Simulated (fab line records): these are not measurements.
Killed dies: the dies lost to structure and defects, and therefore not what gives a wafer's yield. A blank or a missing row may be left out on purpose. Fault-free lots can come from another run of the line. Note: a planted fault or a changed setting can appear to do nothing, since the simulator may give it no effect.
fab line records    flow n5Finfet
record lots=10  wafers=25  lastDay=17
route steps=1938 shown BEOL_M0_SAQP@659 BEOL_M4@1111 PASSIVATION@1936
lots that met no fault: taken from a fault-free run of the same line
startH: hours from the record's first day to the start of the lot's first wafer shown    waitH: hours from the lot's prior step to this one    " as in the row above    L1.1+2: a single row standing in for several wafers    - either no value or no given start    * or withheld: withheld    < > ~ a bound
route shown NAME@n: a module of which the file shows steps, and the number in the route of the first    usual: mean/standard deviation of fault-free wafers    same: alike in all rows    chamber/n: place in a boat    sites: per-site readings    _std_site: standard deviation across them    _edge_site: the outer-site mean with the inner-site mean subtracted    radiusMm: how far each site lies from the wafer's centre    mask NAME#n: copy n    behind: tool/chamber where the wafer was last shaped    hold: why the lot was held/for how many hours/how that ended    device: whichever transistor did not switch (one of n, p or np)    end of line: at the end of the route, the tests of the same wafers    a step without rows: its recipe alone    killed: dies that structure and defects cost at the first sort, which is not the same as the wafer's yield    map: a wafer's dies, x killed, . not, _ none there
set.NAME: setting as actually run; set.NAME@STEP: the setting as run at that earlier step    model.NAME: the simulator's own value behind a step, which no gauge read
the route's steps for a sample of lots (tables are steps, rows are wafers)
services: a tool's chamber out of use, with start hour (startH, from the record's first day; less than 0 if before it), hours out, and reason
## steps
# step N5_BEOL_M0_SAQP_STRIP_86
# recipe chemistry=N2/H2  powerW=500  tempC=40  pressureMtorr=50  rfFrequencyHz=6e+07  overashFraction=0.3  biasPowerW=28  h2Frac=0.5  n2FlowSccm=300  h2FlowSccm=300
# usual drypumpMotorCurrentA=5.6/0.32  oesProductAu=0.76/0.087  rfVppV=122.0/1.4  showerheadPlenumPTorr=3.36/0.079  throttleValvePct=18.9/0.44
lot.wafer  tool        chamber  startH  waitH  drypumpMotorCurrentA  oesProductAu  rfHoursCounterH  rfVppV  showerheadPlenumPTorr  throttleValvePct
L224.2     rieDiel-02  1        142.70  0.1    5.9                   0.72          200              122.4   3.32                   18.7
L224.3     "           3        "       "      5.8                   0.71          218              121.0   3.32                   19.4
L224.6     "           3        "       "      5.8                   0.72          -                122.6   3.32                   19.4
L226.2     rieDiel-02  2        154.39  0.1    5.7                   0.72          238              122.4   3.41                   18.5
L226.5     "           3        "       "      5.8                   0.71          -                121.0   3.32                   19.4
L226.6     "           0        "       "      5.9                   0.91          -                122.3   3.39                   18.2
L227.1     rieDiel-06  0        159.00  0.1    5.3                   0.76          153              123.7   3.51                   19.1
L227.3     "           1        "       "      6.0                   0.71          209              120.9   3.47                   19.4
L227.4     "           2        "       "      5.1                   0.88          54               123.1   3.40                   18.8
L228.1     rieDiel-06  2        168.78  0.1    5.1                   0.87          57               123.6   3.40                   18.8
L228.2     "           1        "       "      6.0                   0.70          212              123.7   3.47                   19.5
L229.3     rieDiel-02  2        176.45  0.1    5.7                   0.71          245              123.4   3.40                   18.5
L229.6     "           3        "       "      5.8                   0.71          -                121.3   3.31                   19.4
L232.3     rieDiel-01  3        193.44  0.1    5.2                   0.68          228              121.0   3.32                   19.0
L232.5     "           0        "       "      5.3                   0.89          -                124.0   3.39                   18.8
L232.6     "           3        "       "      5.2                   0.70          -                121.7   3.32                   19.0
L233.1     rieDiel-01  0        212.70  0.1    5.3                   0.87          45               124.6   3.39                   18.8
L233.5     "           2        "       "      5.9                   0.73          -                120.6   3.32                   19.6
L233.6     "           3        "       "      5.2                   0.68          -                120.8   3.31                   19.0
L240.5     rieDiel-02  1        233.04  0.1    5.9                   0.70          -                121.1   3.31                   18.7
L240.6     "           2        "       "      5.6                   0.98          -                123.2   3.40                   18.1
L241.5     rieDiel-01  0        240.43  0.0    5.3                   0.87          -                123.2   3.38                   18.8
L241.6     "           1        "       "      5.6                   0.73          -                121.8   3.47                   19.0
L242.2     rieDiel-01  3        249.18  0.1    5.2                   0.67          248              122.8   3.31                   19.1
L242.5     "           2        "       "      5.9                   0.70          -                123.0   3.31                   19.6
# step N5_BEOL_M0_SAQP_RECESS_114
# recipe chemistry=HF/NH3  target=SiO2  targetDepthA=144  afsCycles=3  tempC=30  sublimationTempC=180  sublimationTimeS=60
# usual drypumpMotorCurrentA=5.59/0.27
lot.wafer  tool          chamber  startH  waitH  drypumpMotorCurrentA
L224.2     vaporEtch-01  0        142.83  0.0    5.59
L224.3     "             1        "       "      5.73
L224.6     "             1        "       "      5.73
L226.2     vaporEtch-01  0        154.58  0.1    5.59
L226.5     "             1        "       "      5.69
L226.6     "             0        "       "      5.59
L227.1     vaporEtch-02  1        159.13  0.0    5.19
L227.3     "             0        "       "      5.87
L227.4     "             1        "       "      5.19
L228.1     vaporEtch-01  1        168.91  0.0    5.73
L228.2     "             0        "       "      5.58
L229.3     vaporEtch-01  1        176.87  0.3    5.73
L229.6     "             0        "       "      5.58
L232.3     vaporEtch-01  1        193.69  0.1    5.71
L232.5     "             0        "       "      5.58
L232.6     "             1        "       "      5.69
L233.1     vaporEtch-02  0        212.83  0.0    5.90
L233.5     "             1        "       "      5.22
L233.6     "             0        "       "      5.89
L240.5     vaporEtch-02  1        233.39  0.3    5.19
L240.6     "             0        "       "      5.90
L241.5     vaporEtch-02  0        240.78  0.3    5.86
L241.6     "             1        "       "      5.21
L242.2     vaporEtch-02  0        249.31  0.0    5.88
L242.5     "             1        "       "      5.20
# step N5_BEOL_M0_SAQP_COAT_87
# recipe resist=underlayer  tempC=205  timeS=60  spinRpm=1500  resistThkNm=5
# usual dispensePressureKPa=51.2/0.44  heaterPowerTotalW=391.6/1.3  spinSpeedRpm=1500.1/1
lot.wafer  tool           chamber  startH  waitH  dispensePressureKPa  heaterPowerTotalW  spinSpeedRpm
L224.2     lithoTrack-03  0        145.82  -      51.6                 392.1              1499.0
L224.3     "              0        "       "      51.6                 389.5              1500.4
L224.6     "              0        "       "      51.6                 391.2              1499.3
L226.2     lithoTrack-02  0        157.44  -      51.5                 390.6              1499.2
L226.5     "              0        "       "      51.5                 390.6              1500.2
L226.6     "              0        "       "      51.5                 389.6              1501.9
L227.1     lithoTrack-03  0        161.99  -      51.7                 391.6              1500.3
L227.3     "              0        "       "      51.6                 391.4              1500.6
L227.4     "              0        "       "      51.7                 393.9              1500.4
L228.1     lithoTrack-04  0        171.93  -      50.6                 390.3              1499.2
L228.2     "              0        "       "      50.6                 390.4              1501.3
L229.3     lithoTrack-03  0        182.12  -      51.7                 391.4              1499.1
L229.6     "              0        "       "      51.7                 391.5              1499.9
L232.3     lithoTrack-03  0        197.88  -      51.7                 391.5              1168.6
L232.5     "              0        "       "      51.7                 389.6              1167.4
L232.6     "              0        "       "      51.7                 393.5              1166.7
L233.1     lithoTrack-03  0        215.86  -      51.7                 389.8              1168.1
L233.5     "              0        "       "      51.7                 392.4              1167.8
L233.6     "              0        "       "      51.7                 392.0              1166.8
L240.5     lithoTrack-02  0        237.00  -      51.4                 391.8              1499.1
L240.6     "              0        "       "      51.4                 391.9              1499.5
L241.5     lithoTrack-04  0        243.39  -      50.7                 389.5              1502.4
L241.6     "              0        "       "      50.7                 390.7              1501.5
L242.2     lithoTrack-02  0        255.56  -      51.5                 389.6              1500.1
L242.5     "              0        "       "      51.4                 392.3              1499.5
# step N5_BEOL_M0_SAQP_OVL_MEAS_41
# recipe pointsPerWafer=522
# usual M0_CUT1_OVL=-0.1/0.66
lot.wafer  tool        chamber  startH  waitH  M0_CUT1_OVL[nm]
L224.2     overlay-01  0        146.12  0.0    0.2
L224.3     "           0        "       "      0.0
L224.6     "           0        "       "      -0.1
L226.2     overlay-02  0        157.75  0.0    0.8
L226.5     "           0        "       "      -0.3
L226.6     "           0        "       "      0.2
L227.1     overlay-01  0        162.29  0.0    -0.4
L227.3     "           0        "       "      -0.3
L227.4     "           0        "       "      -0.6
L228.1     overlay-01  0        172.35  0.0    0.0
L228.2     "           0        "       "      -0.1
L229.3     overlay-02  0        182.43  0.0    -0.3
L229.6     "           0        "       "      -0.9
L232.3     overlay-02  0        198.18  0.0    -0.4
L232.5     "           0        "       "      -0.5
L232.6     "           0        "       "      -0.8
L233.1     overlay-02  0        216.30  0.0    -0.2
L233.5     "           0        "       "      0.0
L233.6     "           0        "       "      -0.2
L240.5     overlay-02  0        237.32  0.0    -0.2
L240.6     "           0        "       "      -0.1
L241.5     overlay-02  0        243.71  0.0    0.3
L241.6     "           0        "       "      0.8
L242.2     overlay-01  0        255.86  0.0    0.5
L242.5     "           0        "       "      0.5
# step N5_BEOL_M0_SAQP_ETCH_88
# recipe chemistry=N2/H2  target=underlayer  targetDepthA=65  timeS=5.2  ionEnergyEv=200  maskMaterial=CAR-EUV  pressureMtorr=30  sourceW=840  biasW=150  n2FlowSccm=200  h2FlowSccm=200  ends=cleared
# usual drypumpMotorCurrentA=5.5/0.36  etchRfOnTimeS=5.17/0.2  oesProductAu=0.65/0.069  rfFwdPowerW=819.5/2.7  rfVppV=524.4/2.2  showerheadPlenumPTorr=2.55/0.071  throttleValvePct=17.89/0.3
lot.wafer  tool        chamber  startH  waitH  drypumpMotorCurrentA  etchRfOnTimeS  oesProductAu  rfFwdPowerW  rfHoursCounterH  rfVppV  showerheadPlenumPTorr  throttleValvePct
L224.2     rieDiel-02  0        146.40  0.0    5.9                   5.42           0.74          820.9        29               525.9   2.57                   17.47
L224.3     "           3        "       "      5.8                   5.22           0.61          821.5        219              524.4   2.51                   18.16
L224.6     "           1        "       "      5.9                   5.29           0.61          820.8        -                522.9   2.51                   17.65
L226.2     rieDiel-02  0        157.87  0.0    5.8                   5.44           0.74          819.4        33               525.3   2.56                   17.48
L226.5     "           2        "       "      5.7                   5.43           0.59          819.6        -                527.3   2.58                   17.66
L226.6     "           1        "       "      5.9                   5.37           0.61          822.0        -                521.9   2.51                   17.66
L227.1     rieDiel-06  0        162.61  0.0    5.3                   4.83           0.66          818.6        154              527.7   2.66                   17.91
L227.3     "           2        "       "      5.0                   4.89           0.77          819.6        56               525.4   2.58                   17.69
L227.4     "           3        "       "      4.9                   4.98           0.61          825.1        216              518.4   2.39                   18.22
L228.1     rieDiel-02  2        172.47  0.0    5.6                   5.43           0.58          819.1        244              526.5   2.58                   17.67
L228.2     "           3        "       "      5.8                   5.33           0.60          819.4        227              522.4   2.51                   18.21
L229.3     rieDiel-02  2        182.54  0.0    5.6                   5.45           0.58          816.9        246              526.1   2.58                   17.69
L229.6     "           2        "       "      5.7                   5.41           0.59          819.2        -                524.7   2.58                   17.67
L232.3     rieDiel-02  0        198.30  0.0    5.9                   6.12           0.72          819.2        46               524.5   2.56                   17.48
L232.5     "           3        "       "      5.8                   6.01           0.60          822.1        -                522.9   2.50                   18.21
L232.6     "           1        "       "      5.9                   6.07           0.60          818.6        -                523.7   2.51                   17.68
L233.1     rieDiel-01  1        216.59  0.0    5.5                   5.94           0.63          826.0        169              526.6   2.63                   17.96
L233.5     "           3        "       "      5.2                   5.87           0.59          819.9        -                522.8   2.51                   18.08
L233.6     "           0        "       "      5.3                   5.69           0.74          821.1        -                524.3   2.56                   17.89
L240.5     rieDiel-01  3        237.43  0.0    5.2                   5.28           0.57          818.2        -                523.7   2.50                   18.08
L240.6     "           2        "       "      5.8                   5.20           0.59          814.1        -                525.2   2.51                   18.34
L241.5     rieDiel-02  0        243.82  0.0    5.8                   5.54           0.70          821.9        -                523.6   2.55                   17.50
L241.6     "           2        "       "      5.6                   5.33           0.78          820.2        -                523.8   2.57                   17.31
L242.2     rieDiel-06  2        255.98  0.0    5.0                   4.98           0.73          818.9        83               525.1   2.56                   17.74
L242.5     "           2        "       "      5.0                   4.98           0.73          813.4        -                524.1   2.57                   17.74
# step N5_BEOL_M4_RC_MEAS_101
# usual DIBL_N=36.0/2  DIBL_P=35.9/2.5  IOFF_N=0.16/0.038  IOFF_P=0.21/0.04  ION_N=675/14  ION_P=462/9.4  SS_N=71.5/0.75  SS_P=73.2/0.74  VT_N=250/3.9  VT_P=-251/3.2
lot.wafer  tool       chamber  startH  waitH  DIBL_N[mV/V]  DIBL_P[mV/V]  IOFF_N[nA/um]  IOFF_P[nA/um]  ION_N[uA/um]  ION_P[uA/um]  SS_N[mV/dec]  SS_P[mV/dec]  VT_N[mV]  VT_P[mV]
L224.2     prober-02  0        192.72  0.2    36.9          37.7          0.20           0.25           705           478           71.5          73.2          244       -246
L224.3     "          0        "       "      37.0          39.5          0.18           0.28           681           474           71.4          74.4          249       -249
L224.6     "          0        "       "      37.0          38.4          0.18           0.26           692           479           71.2          73.7          247       -248
L226.2     prober-01  0        205.27  0.2    34.7          33.1          0.14           0.18           668           461           71.0          72.9          250       -253
L226.5     "          0        "       "      35.0          34.7          0.15           0.20           675           464           71.1          73.1          249       -250
L226.6     "          0        "       "      37.0          35.0          0.18           0.20           661           456           73.0          73.8          249       -250
L227.1     prober-02  0        212.35  0.0    35.6          34.3          0.16           0.23           701           483           71.3          72.8          243       -245
L227.3     "          0        "       "      34.8          33.3          0.13           0.22           683           475           69.7          72.4          248       -248
L227.4     "          0        "       "      35.3          34.1          0.14           0.23           686           472           70.6          72.8          248       -247
L228.1     prober-01  0        216.26  0.0    35.4          34.6          0.14           0.15           656           445           71.9          72.7          252       -257
L228.2     "          0        "       "      37.5          39.3          0.18           0.25           675           459           71.5          73.4          247       -250
L229.3     prober-02  0        229.54  0.3    35.7          36.2          0.15           0.21           659           460           71.7          73.8          252       -251
L229.6     "          0        "       "      36.6          37.1          0.18           0.20           673           457           71.1          72.8          246       -251
L232.3     prober-01  0        243.21  0.3    37.8          37.0          0.22           0.23           678           454           72.3          73.3          245       -250
L232.5     "          0        "       "      35.3          34.3          0.16           0.19           671           457           72.3          72.9          248       -249
L232.6     "          0        "       "      35.9          37.3          0.17           0.24           665           459           71.3          73.5          249       -245
L233.1     prober-02  0        268.16  0.0    34.5          34.5          0.15           0.18           690           464           71.3          73.6          250       -253
L233.5     "          0        "       "      35.2          36.0          0.17           0.22           695           472           71.0          73.5          248       -248
L233.6     "          0        "       "      32.2          30.1          0.10           0.13           655           448           70.8          71.6          257       -258
L240.5     prober-01  0        296.35  0.6    36.6          36.4          0.14           0.22           661           458           71.7          73.2          253       -250
L240.6     "          0        "       "      37.0          37.0          0.16           0.24           672           466           71.4          73.7          249       -249
L241.5     prober-01  0        301.39  0.6    34.7          35.0          0.12           0.17           664           460           71.2          72.7          254       -253
L241.6     "          0        "       "      33.0          31.9          0.11           0.15           663           464           70.9          71.9          258       -256
L242.2     prober-01  0        311.46  0.2    38.3          37.2          0.19           0.21           689           465           72.3          74.2          249       -253
L242.5     "          0        "       "      39.1          37.9          0.21           0.22           679           454           73.5          73.3          246       -250
# step N5_PASSIVATION_PROBE_49
# usual defectLimitedYield=91.3/1.5  killed_at_M0_to_M3=33/12  killed_at_M4_up=15/5.2  killedAtContacts=12/5.1  killedAtFrontEnd=39/11  killedAtOther=5/3.6  killedDies=103/18  killedOpen=67/13  killedShort=33/7.8  sort_bin_5_function=5.1/0.96  sort_bin_6_memory=3.2/0.71  sort_bin_8_speed=0.01/0.063  sortNPass=1077/18  sortYieldPct=91.3/1.5
# same grossDies=1180  killedAtBackSide=0  sort_bin_4_leakage[%]=0
lot.wafer  tool       chamber  startH  waitH  defectLimitedYield[%]  killed_at_M0_to_M3  killed_at_M4_up  killedAtContacts  killedAtFrontEnd  killedAtOther  killedDies  killedOpen  killedShort  sort_bin_5_function[%]  sort_bin_6_memory[%]  sort_bin_8_speed[%]  sortNPass  sortYieldPct[%]
L232.5     prober-02  -        348.99  0.2    88.9                   22                  15               7                 74                13             131         62          45           5.0                     3.5                   0                    1049       88.9
# killed by level:class
L232.5 HKMG_FIN:areaEtch=24 FIN_SAQP:geometricParticle:open=10 FIN_SAQP:geometricParticle:short=10 STI_FIN_REVEAL:geometricParticle:open=9 GATE_CUT:geometricParticle:short=9 BEOL_M4:geometricParticle:open=9 BEOL_M1:geometricParticle:open=7 DUMMY_GATE:geometricParticle:open=5
## services
tool           chamber  startH  hours  kind
rieDiel-06     1        127.09  2.5    repair
rieDiel-06     2        139.56  7.7    repair
rieDiel-01     3        142.69  2.2    repair
lithoTrack-03  -        160.86  -      consumableReplace:filter
rieDiel-02     1        178.83  7.1    repair
rieDiel-02     2        196.07  -      clean
rieDiel-02     2        196.07  -      consumableReplace:focusRing
rieDiel-01     2        220.13  3.2    repair
rieDiel-02     3        236.85  -      clean
rieDiel-02     3        236.85  -      consumableReplace:focusRing
rieDiel-02     3        236.85  19.3   scheduledDown
rieDiel-02     3        236.85  19.3   ventCycle
## key
firstSign step=N5_BEOL_M0_SAQP_COAT_87  reading=spinSpeedRpm  direction=down  sigmas=99+  usual=*  struck=*
effect step=N5_BEOL_M0_SAQP_ETCH_88  reading=etchRfOnTimeS  direction=up  sigmas=4  usual=*  struck=*
metAt N5_BEOL_M0_SAQP_COAT_87
struckLots L232,L233
baselineLoss step=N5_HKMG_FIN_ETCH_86  wafers=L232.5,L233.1
notActingAt N5_BEOL_M0_SAQP_STRIP_86,N5_BEOL_M0_SAQP_RECESS_114,N5_BEOL_M0_SAQP_OVL_MEAS_41
onsetBetween 182.12 197.88
fault kind=processParameterDrift  tool=lithoTrack-03  chamber=-  onsetH=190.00  steps=N5_BEOL_M0_SAQP_COAT_87  channel=spinRpm  offset=*  shape=step  endH=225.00  actsIn=*  stated=*
# baselineLoss: these wafers lose ten dies or more at that step, a loss of the line's own and not of a fault; the sort's usual values leave them out
